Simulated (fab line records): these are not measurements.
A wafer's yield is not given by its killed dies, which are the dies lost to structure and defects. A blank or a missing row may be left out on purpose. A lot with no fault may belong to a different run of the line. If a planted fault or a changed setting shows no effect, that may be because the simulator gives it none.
fab line records    flow nand_harc    part 1 of 2: steps 1 to 26 of 32
record: lots: 5  wafers: 15  last_day: 33
route steps=1302 shown P_GATE@116
lots with no fault: from the same line, run without faults
start_h: hours from the record's first day to the start of the lot's first wafer shown    wait_h: time in hours since the lot's previous step    " repeats the value in the row above    L1.1+2: a row that stands for several wafers    - value missing, or start not given    * or withheld: withheld    < > ~ a bound
route shown NAME@n: names a module that has steps shown in the file, with the first one's number in the route    usual: mean/standard deviation taken from wafers without a fault    same: alike in all rows    chamber/n: place in a boat    sites: each site's reading    _std_site: the standard deviation of these    _edge_site: inner sites' mean taken away from outer sites' mean    radius_mm: for every site, how far away it sits from the centre of the wafer    mask NAME#n: copy n    behind: the tool/chamber that last shaped the wafer    hold: why the lot went on hold/how many hours it stayed there/how the hold came to an end    device: the n, p or np transistor that did not switch    end of line: tests of these same wafers at the route's end    step lacking rows: just its recipe    killed: dies lost to structure and defects at the first sort, not the wafer's yield    map: per-die view of a wafer (x killed, . not killed, _ where there is no die)
set.NAME: setting as actually run; set.NAME@STEP: the setting as run at that earlier step    model.NAME: the simulator's own value behind a step, which no gauge read
a table for each step, a row for each wafer; lots at some steps of the route
services: when a tool's chamber went out of use (start_h, in hours from the record's first day, below 0 if earlier), for how many hours, and the reason
== steps ==
step: NHARC_P_GATE_COAT_05
recipe: spin_rpm: 4690
usual: exhaust_pa: 45.1/0.77  resist_line_temp_C: 22.98/0.095
lot.wafer  tool            chamber  start_h  wait_h  exhaust_pa  resist_line_temp_C
L079.2     litho_track-02  0        -        -       45.6        22.96
L079.3     "               0        "        "       43.5        23.06
L079.5     "               0        "        "       45.5        23.12
L088.2     litho_track-02  0        -        -       44.4        22.99
L088.3     "               0        "        "       45.1        23.13
L088.5     "               0        "        "       47.1        23.01
L092.1     litho_track-02  0        -        -       45.9        22.91
L092.5     "               0        "        "       45.0        22.94
L092.6     "               0        "        "       46.3        22.84
L094.2     litho_track-02  0        -        -       44.4        23.04
L094.3     "               0        "        "       46.0        22.92
L094.5     "               0        "        "       45.3        22.99
L097.4     litho_track-05  0        -        -       45.6        23.11
L097.5     "               0        "        "       44.9        23.05
L097.6     "               0        "        "       45.9        22.95
step: NHARC_P_GATE_SOFTBAKE_06
recipe: temp_c: 122  time_s: 95
usual: exhaust_pa: 44.9/1  resist_line_temp_C: 23.01/0.11
lot.wafer  tool            chamber  start_h  wait_h  exhaust_pa  resist_line_temp_C
L079.2     litho_track-02  0        -        -       45.5        23.06
L079.3     "               0        "        "       44.5        22.97
L079.5     "               0        "        "       44.7        22.90
L088.2     litho_track-02  0        -        -       44.6        23.03
L088.3     "               0        "        "       45.4        23.00
L088.5     "               0        "        "       44.2        22.98
L092.1     litho_track-02  0        -        -       44.1        22.97
L092.5     "               0        "        "       43.5        23.23
L092.6     "               0        "        "       43.8        22.84
L094.2     litho_track-02  0        -        -       44.9        22.91
L094.3     "               0        "        "       44.8        22.96
L094.5     "               0        "        "       43.3        22.86
L097.4     litho_track-05  0        -        -       44.1        22.99
L097.5     "               0        "        "       43.1        22.96
L097.6     "               0        "        "       44.3        22.93
step: NHARC_P_GATE_EBR_07
usual: exhaust_pa: 44.8/0.79  resist_line_temp_C: 23.02/0.1
lot.wafer  tool            chamber  start_h  wait_h  exhaust_pa  resist_line_temp_C
L079.2     litho_track-02  0        -        -       45.6        22.82
L079.3     "               0        "        "       45.2        23.18
L079.5     "               0        "        "       44.9        23.04
L088.2     litho_track-02  0        -        -       43.2        22.93
L088.3     "               0        "        "       42.7        23.03
L088.5     "               0        "        "       44.8        22.94
L092.1     litho_track-02  0        -        -       44.3        23.05
L092.5     "               0        "        "       44.1        23.29
L092.6     "               0        "        "       44.6        23.01
L094.2     litho_track-02  0        -        -       46.8        22.97
L094.3     "               0        "        "       46.1        23.03
L094.5     "               0        "        "       45.6        23.04
L097.4     litho_track-05  0        -        -       44.3        23.04
L097.5     "               0        "        "       44.7        23.06
L097.6     "               0        "        "       44.8        23.12
step: NHARC_P_GATE_EXPOSE_08
recipe: na: 0.6  dose_mj: 16.75  mask_id: P_HV
lot.wafer   tool            chamber  start_h  wait_h  mask
L079.2+3+5  krf_scanner-02  0        129.83   -       P_HV#0
L088.2+3+5  krf_scanner-03  0        223.14   -       P_HV#0
L092.1+5+6  krf_scanner-04  0        268.70   -       P_HV#0
L094.2+3+5  krf_scanner-03  0        282.08   -       P_HV#0
L097.4+5+6  krf_scanner-03  0        316.80   -       P_HV#0
step: NHARC_P_GATE_PEB_09
recipe: peb_temp_c: 118  peb_time_s: 85
usual: exhaust_pa: 44.9/0.96  resist_line_temp_C: 22.99/0.11
lot.wafer  tool            chamber  start_h  wait_h  exhaust_pa  resist_line_temp_C
L079.2     litho_track-03  0        129.89   0.1     43.9        22.95
L079.3     "               0        "        "       46.0        23.13
L079.5     "               0        "        "       44.9        23.06
L088.2     litho_track-03  0        223.20   0.1     45.2        22.86
L088.3     "               0        "        "       43.3        22.85
L088.5     "               0        "        "       44.0        22.88
L092.1     litho_track-02  0        268.77   0.1     45.6        23.34
L092.5     "               0        "        "       45.4        23.14
L092.6     "               0        "        "       44.9        23.22
L094.2     litho_track-03  0        282.14   0.1     45.4        22.75
L094.3     "               0        "        "       46.1        22.87
L094.5     "               0        "        "       46.2        22.88
L097.4     litho_track-03  0        316.86   0.0     46.8        23.15
L097.5     "               0        "        "       46.0        23.18
L097.6     "               0        "        "       47.7        22.90
step: NHARC_P_GATE_DEVELOP_10
recipe: time_s: 70
usual: exhaust_pa: 45.1/0.86  resist_line_temp_C: 22.99/0.11
lot.wafer  tool            chamber  start_h  wait_h  exhaust_pa  resist_line_temp_C
L079.2     litho_track-03  0        -        -       45.3        23.03
L079.3     "               0        "        "       45.7        22.92
L079.5     "               0        "        "       46.5        22.94
L088.2     litho_track-03  0        -        -       47.0        22.88
L088.3     "               0        "        "       45.2        23.00
L088.5     "               0        "        "       46.0        23.09
L092.1     litho_track-02  0        -        -       45.8        23.11
L092.5     "               0        "        "       45.9        22.85
L092.6     "               0        "        "       45.4        23.17
L094.2     litho_track-03  0        -        -       44.2        22.96
L094.3     "               0        "        "       44.2        23.04
L094.5     "               0        "        "       44.8        22.92
L097.4     litho_track-03  0        -        -       44.2        22.90
L097.5     "               0        "        "       46.0        23.02
L097.6     "               0        "        "       45.5        22.93
step: NHARC_P_GATE_CD_MEAS_11
recipe: target_cd_nm: 1640  landing_energy_ev: 500
usual: cd_nm: 1640.0/2.6
same: landing_energy_ev: 500
lot.wafer  tool       chamber  start_h  wait_h  cd_nm
L079.2     cd_sem-01  0        129.98   -       1640.9
L079.3     "          0        "        "       1642.2
L079.5     "          0        "        "       1638.1
L088.2     cd_sem-03  0        223.30   -       1642.6
L088.3     "          0        "        "       1643.4
L088.5     "          0        "        "       1639.9
L092.1     cd_sem-02  0        268.86   -       1638.3
L092.5     "          0        "        "       1635.0
L092.6     "          0        "        "       1637.7
L094.2     cd_sem-03  0        282.24   -       1641.8
L094.3     "          0        "        "       1642.7
L094.5     "          0        "        "       1638.6
L097.4     cd_sem-03  0        316.95   -       1638.9
L097.5     "          0        "        "       1638.5
L097.6     "          0        "        "       1641.6
step: NHARC_P_GATE_HARDBAKE_12
recipe: temp_c: 125  time_s: 80
usual: exhaust_pa: 44.8/0.95  resist_line_temp_C: 23.00/0.1
lot.wafer  tool            chamber  start_h  wait_h  exhaust_pa  resist_line_temp_C
L079.2     litho_track-02  0        130.08   -       45.3        22.98
L079.3     "               0        "        "       45.7        23.02
L079.5     "               0        "        "       44.7        23.15
L088.2     litho_track-03  0        223.38   -       44.8        22.79
L088.3     "               0        "        "       46.0        23.01
L088.5     "               0        "        "       45.8        22.83
L092.1     litho_track-03  0        268.94   -       44.1        23.08
L092.5     "               0        "        "       43.3        22.99
L092.6     "               0        "        "       44.3        23.19
L094.2     litho_track-05  0        282.32   -       45.5        22.91
L094.3     "               0        "        "       44.4        22.90
L094.5     "               0        "        "       44.4        22.89
L097.4     litho_track-02  0        317.03   -       44.1        22.96
L097.5     "               0        "        "       44.5        23.00
L097.6     "               0        "        "       44.7        22.97
step: NHARC_P_GATE_DESCUM_13
recipe: time_s: 3  o2_flow_sccm: 200  ar_flow_sccm: 0  bias_power_w: 0  chemistry: O2
usual: chamber_pressure_mTorr: 60.00/0.055  drypump_motor_current_A: 5.9/0.34  oes_product_au: 1.002/0.012  rf_vpp_V: 57.5/0.93  showerhead_plenum_p_Torr: 1.85/0.065  throttle_valve_pct: 11.311/0.0092
lot.wafer  tool         chamber  start_h  wait_h  chamber_pressure_mTorr  drypump_motor_current_A  oes_product_au  rf_hours_counter_h  rf_vpp_V  showerhead_plenum_p_Torr  throttle_valve_pct
L079.2     rie_diel-10  2        130.17   -       60.01                   6.0                      0.996           4.3                 56.5      1.79                      11.314
L079.3     "            0        "        "       60.12                   5.9                      1.010           3.5                 58.0      1.88                      11.306
L079.5     "            1        "        "       60.04                   6.5                      1.001           -                   56.4      1.78                      11.300
L088.2     rie_diel-10  0        223.47   -       60.05                   5.9                      1.020           10.8                57.0      1.88                      11.307
L088.3     "            1        "        "       60.03                   6.5                      0.988           8.1                 57.9      1.78                      11.315
L088.5     "            0        "        "       59.99                   5.9                      1.010           -                   58.6      1.88                      11.309
L092.1     rie_diel-07  2        269.04   -       59.94                   5.5                      0.998           6.0                 58.8      1.90                      11.320
L092.6     "            0        "        "       59.92                   6.3                      0.994           -                   57.2      1.96                      11.308
L092.5     "            1        "        "       59.95                   6.0                      0.994           -                   57.2      1.90                      11.310
L094.3     rie_diel-07  1        282.40   -       59.97                   6.0                      0.993           5.8                 58.0      1.90                      11.294
L094.2     "            3        "        "       60.01                   5.4                      0.988           5.7                 57.6      1.93                      11.320
L094.5     "            1        "        "       60.01                   6.0                      0.999           -                   57.6      1.90                      11.317
L097.4     rie_diel-10  0        317.14   -       59.99                   5.9                      1.014           2.3                 57.5      1.88                      11.320
L097.6     "            1        "        "       60.04                   6.5                      0.989           -                   58.4      1.78                      11.311
L097.5     "            2        "        "       60.09                   6.0                      0.999           -                   59.3      1.78                      11.310
step: NHARC_P_GATE_ETCH_14
recipe: target_depth_a: 488  chemistry: dHF  material: SiO2
lot.wafer   tool          chamber  start_h  wait_h
L079.3+2+5  wet_bench-05  7,0,4    130.29   0.1
L088.3+2+5  wet_bench-05  7,1,3    223.60   0.1
L092.5+6+1  wet_bench-05  3,4,6    269.16   0.1
L094.2+3+5  wet_bench-02  0,1,3    282.54   0.1
L097.6+5+4  wet_bench-02  3,4,7    317.25   0.1
step: NHARC_P_GATE_STRIP_15
recipe: time_s: 780  temp_c: 130  chemistry: SPM
usual: temp_c: 130.01/0.13
lot.wafer  tool          chamber  start_h  wait_h  temp_c
L079.3     wet_bench-05  7        130.33   0.0     129.94
L079.2     "             0        "        "       129.98
L079.5     "             4        "        "       130.13
L088.3     wet_bench-05  7        223.64   0.0     129.99
L088.2     "             1        "        "       129.81
L088.5     "             3        "        "       129.98
L092.5     wet_bench-05  3        269.20   0.0     129.87
L092.6     "             4        "        "       130.07
L092.1     "             6        "        "       130.04
L094.2     wet_bench-02  0        282.59   0.0     130.06
L094.3     "             1        "        "       129.82
L094.5     "             3        "        "       130.00
L097.6     wet_bench-02  3        317.29   0.0     130.22
L097.5     "             4        "        "       130.14
L097.4     "             7        "        "       129.83
step: NHARC_P_GATE_PRECLEAN_71
recipe: time_s: *  temp_c: 50  bath_age_min: 0  chemistry: SC1
usual: h2o2_flow_mL_min: 56.61/0.17  temp_c: 49.98/0.13
lot.wafer  tool          chamber  start_h  wait_h  h2o2_flow_mL_min  temp_c
L079.3     wet_bench-05  7        -        -       56.77             50.00
L079.2     "             0        "        "       56.91             50.13
L079.5     "             4        "        "       56.54             50.02
L088.3     wet_bench-05  7        -        -       56.65             49.96
L088.2     "             1        "        "       56.81             49.83
L088.5     "             3        "        "       56.66             50.23
L092.5     wet_bench-05  3        -        -       56.74             50.15
L092.6     "             4        "        "       56.43             50.04
L092.1     "             6        "        "       56.54             50.15
L094.2     wet_bench-02  0        -        -       56.52             50.00
L094.3     "             1        "        "       56.57             49.96
L094.5     "             3        "        "       56.54             50.07
L097.6     wet_bench-02  3        -        -       56.73             49.92
L097.5     "             4        "        "       56.42             50.11
L097.4     "             7        "        "       56.22             49.94
step: NHARC_P_GATE_SRD_72
lot.wafer   tool          chamber  start_h  wait_h
L079.3+2+5  wet_bench-05  7,0,4    -        -
L088.3+2+5  wet_bench-05  7,1,3    -        -
L092.5+6+1  wet_bench-05  3,4,6    -        -
L094.2+3+5  wet_bench-02  0,1,3    -        -
L097.6+5+4  wet_bench-02  3,4,7    -        -
step: NHARC_P_GATE_OXIDE_16
recipe: target_thk_a: 30  temp_c: 875  ox_time_s: 392  material: SiO2
lot.wafer   tool        chamber  start_h  wait_h
L079.2+3+5  furnace-04  0        133.90   -
L088.2+3+5  furnace-04  0        229.21   -
L092.1+5+6  furnace-06  0        273.46   -
L094.2+3+5  furnace-04  0        287.00   -
L097.4+5+6  furnace-06  0        320.72   -
step: NHARC_P_GATE_CVD_17
recipe: target_thk_a: 1500  temp_c: 620  time_s: 900  material: poly-Si
lot.wafer   tool           chamber  start_h  wait_h
L079.2+3+5  lpcvd_poly-01  0        139.99   2.5
L088.2+3+5  lpcvd_poly-04  0        235.46   2.7
L092.1+5+6  lpcvd_poly-01  0        279.52   2.5
L094.2+3+5  lpcvd_poly-02  0        293.16   2.6
L097.4+5+6  lpcvd_poly-04  0        326.91   2.7
step: NHARC_P_GATE_HM_DEP_102
recipe: target_thk_a: 1200  temp_c: 400  material: aC
usual: throttle_valve_pct: 34.998/0.0097
lot.wafer  tool        chamber  start_h  wait_h  throttle_valve_pct
L079.2     acl_dep-02  0        145.96   3.8     35.006
L079.3     "           0        "        "       35.003
L079.5     "           0        "        "       35.002
L088.2     acl_dep-03  0        239.68   2.0     34.998
L088.3     "           0        "        "       34.990
L088.5     "           0        "        "       35.008
L092.1     acl_dep-02  0        282.18   0.4     34.998
L092.5     "           0        "        "       34.988
L092.6     "           0        "        "       35.012
L094.2     acl_dep-02  0        297.01   1.6     35.012
L094.3     "           0        "        "       35.007
L094.5     "           0        "        "       35.000
L097.4     acl_dep-03  0        329.82   0.7     35.008
L097.5     "           0        "        "       35.000
L097.6     "           0        "        "       35.016
step: NHARC_P_GATE_DEP_103
recipe: target_thk_a: 300  target_thk_nm: 30  temp_c: 400  flow_sccm: 200  rf_w: 350  material: SiON
usual: heater_power_w: 762/82
lot.wafer  tool      chamber  start_h  wait_h  heater_power_w  since_wet_clean_h
L079.3     pecvd-01  1        146.52   0.3     750             3
L079.2     "         0        "        "       753             3
L079.5     "         0        "        "       754             -
L088.3     pecvd-03  0        240.27   0.4     666             42
L088.2     "         1        "        "       848             42
L088.5     "         2        "        "       834             -
L092.1     pecvd-01  2        282.84   0.6     816             139
L092.6     "         0        "        "       784             -
L092.5     "         1        "        "       861             -
L094.3     pecvd-03  1        297.57   0.3     805             100
L094.2     "         2        "        "       891             100
L094.5     "         2        "        "       915             -
L097.6     pecvd-02  1        330.25   0.1     875             -
L097.5     "         2        "        "       668             -
L097.4     "         0        "        "       737             -
step: NHARC_P_GATE_DEHYDRATE_18
recipe: temp_c: 150  time_s: 120
usual: exhaust_pa: 44.9/0.9  resist_line_temp_C: 23.02/0.11
lot.wafer  tool            chamber  start_h  wait_h  exhaust_pa  resist_line_temp_C
L079.2     litho_track-06  0        146.80   0.2     43.5        23.06
L079.3     "               0        "        "       44.3        23.21
L079.5     "               0        "        "       45.0        23.14
L088.2     litho_track-06  0        240.52   0.2     45.6        22.96
L088.3     "               0        "        "       46.6        23.11
L088.5     "               0        "        "       44.8        22.95
L092.1     litho_track-01  0        283.11   0.2     44.2        23.09
L092.5     "               0        "        "       44.3        23.10
L092.6     "               0        "        "       46.0        22.97
L094.2     litho_track-04  0        297.84   0.2     46.3        22.85
L094.3     "               0        "        "       43.8        22.79
L094.5     "               0        "        "       43.6        22.81
L097.4     litho_track-06  0        330.44   0.1     46.6        22.97
L097.5     "               0        "        "       45.2        22.95
L097.6     "               0        "        "       45.4        23.00
step: NHARC_P_GATE_HMDS_19
recipe: time_s: 30
usual: exhaust_pa: 44.9/0.83  resist_line_temp_C: 23.03/0.092
lot.wafer  tool            chamber  start_h  wait_h  exhaust_pa  resist_line_temp_C
L079.2     litho_track-06  0        -        -       43.9        23.10
L079.3     "               0        "        "       44.5        23.07
L079.5     "               0        "        "       44.2        23.08
L088.2     litho_track-06  0        -        -       45.5        23.12
L088.3     "               0        "        "       45.2        23.15
L088.5     "               0        "        "       44.2        23.21
L092.1     litho_track-01  0        -        -       46.2        23.03
L092.5     "               0        "        "       45.4        23.01
L092.6     "               0        "        "       45.6        22.91
L094.2     litho_track-04  0        -        -       44.8        23.08
L094.3     "               0        "        "       45.2        23.15
L094.5     "               0        "        "       45.4        23.03
L097.4     litho_track-06  0        -        -       44.1        23.05
L097.5     "               0        "        "       44.0        23.13
L097.6     "               0        "        "       43.9        23.01
step: NHARC_P_GATE_COAT_20
recipe: spin_rpm: 1500  resist_thk_nm: 90
usual: exhaust_pa: 45.1/0.96  resist_line_temp_C: 22.99/0.12
lot.wafer  tool            chamber  start_h  wait_h  exhaust_pa  resist_line_temp_C
L079.2     litho_track-06  0        -        -       45.1        22.94
L079.3     "               0        "        "       44.0        23.01
L079.5     "               0        "        "       44.7        22.98
L088.2     litho_track-06  0        -        -       44.4        22.89
L088.3     "               0        "        "       44.7        22.79
L088.5     "               0        "        "       42.9        22.80
L092.1     litho_track-01  0        -        -       45.4        23.01
L092.5     "               0        "        "       46.0        23.09
L092.6     "               0        "        "       45.2        23.11
L094.2     litho_track-04  0        -        -       46.0        22.87
L094.3     "               0        "        "       45.9        22.92
L094.5     "               0        "        "       46.7        23.00
L097.4     litho_track-06  0        -        -       43.6        22.92
L097.5     "               0        "        "       43.6        23.01
L097.6     "               0        "        "       44.1        22.98
step: NHARC_P_GATE_SOFTBAKE_21
recipe: temp_c: 105  time_s: 55
usual: exhaust_pa: 44.9/0.88  resist_line_temp_C: 22.98/0.11
lot.wafer  tool            chamber  start_h  wait_h  exhaust_pa  resist_line_temp_C
L079.2     litho_track-06  0        -        -       45.3        22.82
L079.3     "               0        "        "       44.4        22.94
L079.5     "               0        "        "       44.6        23.00
L088.2     litho_track-06  0        -        -       43.2        22.92
L088.3     "               0        "        "       42.4        22.98
L088.5     "               0        "        "       43.8        22.90
L092.1     litho_track-01  0        -        -       44.5        23.06
L092.5     "               0        "        "       45.0        23.09
L092.6     "               0        "        "       45.4        23.02
L094.2     litho_track-04  0        -        -       43.8        23.09
L094.3     "               0        "        "       43.9        22.93
L094.5     "               0        "        "       44.4        23.11
L097.4     litho_track-06  0        -        -       45.1        23.14
L097.5     "               0        "        "       45.1        22.96
L097.6     "               0        "        "       45.5        23.11
step: NHARC_P_GATE_EBR_22
usual: exhaust_pa: 44.9/1  resist_line_temp_C: 22.98/0.11
lot.wafer  tool            chamber  start_h  wait_h  exhaust_pa  resist_line_temp_C
L079.2     litho_track-06  0        -        -       44.3        22.86
L079.3     "               0        "        "       44.3        22.86
L079.5     "               0        "        "       45.7        23.07
L088.2     litho_track-06  0        -        -       44.0        22.93
L088.3     "               0        "        "       45.0        23.07
L088.5     "               0        "        "       46.5        22.97
L092.1     litho_track-01  0        -        -       43.1        22.97
L092.5     "               0        "        "       45.1        23.13
L092.6     "               0        "        "       44.7        23.20
L094.2     litho_track-04  0        -        -       45.6        22.95
L094.3     "               0        "        "       44.8        23.08
L094.5     "               0        "        "       46.5        23.15
L097.4     litho_track-06  0        -        -       45.3        23.09
L097.5     "               0        "        "       45.1        23.07
L097.6     "               0        "        "       44.3        23.19
step: NHARC_P_GATE_EXPOSE_23
recipe: na: 1.35  target_cd_nm: 120  dose_mj: 93.91  mask_id: P_GATE
lot.wafer   tool             chamber  start_h  wait_h  mask
L079.2+3+5  arfi_scanner-02  0        147.07   -       P_GATE#0
L088.2+3+5  arfi_scanner-03  0        240.79   -       P_GATE#0
L092.1+5+6  arfi_scanner-01  0        283.38   -       P_GATE#0
L094.2+3+5  arfi_scanner-03  0        297.99   -       P_GATE#0
L097.4+5+6  arfi_scanner-01  0        330.72   -       P_GATE#0
step: NHARC_P_GATE_PEB_24
recipe: peb_temp_c: 100  peb_time_s: 65
usual: exhaust_pa: 45.0/0.8  resist_line_temp_C: 23.00/0.11
lot.wafer  tool            chamber  start_h  wait_h  exhaust_pa  resist_line_temp_C
L079.2     litho_track-06  0        147.13   0.1     45.2        22.75
L079.3     "               0        "        "       43.7        22.90
L079.5     "               0        "        "       43.0        22.79
L088.2     litho_track-01  0        240.84   0.1     43.7        23.02
L088.3     "               0        "        "       45.0        23.17
L088.5     "               0        "        "       44.8        23.29
L092.1     litho_track-04  0        283.44   0.1     46.4        22.97
L092.5     "               0        "        "       45.3        22.96
L092.6     "               0        "        "       45.0        23.08
L094.2     litho_track-01  0        298.04   0.1     44.0        22.94
L094.3     "               0        "        "       45.4        23.18
L094.5     "               0        "        "       44.1        22.87
L097.4     litho_track-04  0        330.77   0.0     44.6        23.10
L097.5     "               0        "        "       44.5        23.23
L097.6     "               0        "        "       45.0        23.01
step: NHARC_P_GATE_DEVELOP_25
recipe: develop_time_s: 35  dev_temp_c: 23
usual: exhaust_pa: 45.0/1  resist_line_temp_C: 22.99/0.1
lot.wafer  tool            chamber  start_h  wait_h  exhaust_pa  resist_line_temp_C
L079.2     litho_track-06  0        -        -       45.8        22.87
L079.3     "               0        "        "       43.5        23.01
L079.5     "               0        "        "       44.3        22.99
L088.2     litho_track-01  0        -        -       47.2        23.03
L088.3     "               0        "        "       46.6        22.87
L088.5     "               0        "        "       46.3        23.06
L092.1     litho_track-04  0        -        -       45.0        22.91
L092.5     "               0        "        "       43.9        22.94
L092.6     "               0        "        "       44.1        22.94
L094.2     litho_track-01  0        -        -       43.5        23.01
L094.3     "               0        "        "       43.7        23.09
L094.5     "               0        "        "       43.5        23.05
L097.4     litho_track-04  0        -        -       44.5        22.93
L097.5     "               0        "        "       46.0        22.91
L097.6     "               0        "        "       45.2        23.01
step: NHARC_P_GATE_CD_MEAS_26
recipe: target_cd_nm: 120  landing_energy_ev: 500
usual: cd_nm: 120.1/0.79
same: landing_energy_ev: 500
lot.wafer  tool       chamber  start_h  wait_h  cd_nm
L079.2     cd_sem-01  0        147.21   -       119.9
L079.3     "          0        "        "       120.1
L079.5     "          0        "        "       120.4
L088.2     cd_sem-01  0        240.93   -       119.4
L088.3     "          0        "        "       120.6
L088.5     "          0        "        "       121.6
L092.1     cd_sem-01  0        283.52   -       121.0
L092.5     "          0        "        "       120.2
L092.6     "          0        "        "       120.9
L094.2     cd_sem-02  0        298.12   -       120.5
L094.3     "          0        "        "       122.0
L094.5     "          0        "        "       122.4
L097.4     cd_sem-01  0        330.85   -       119.9
L097.5     "          0        "        "       120.5
L097.6     "          0        "        "       120.8
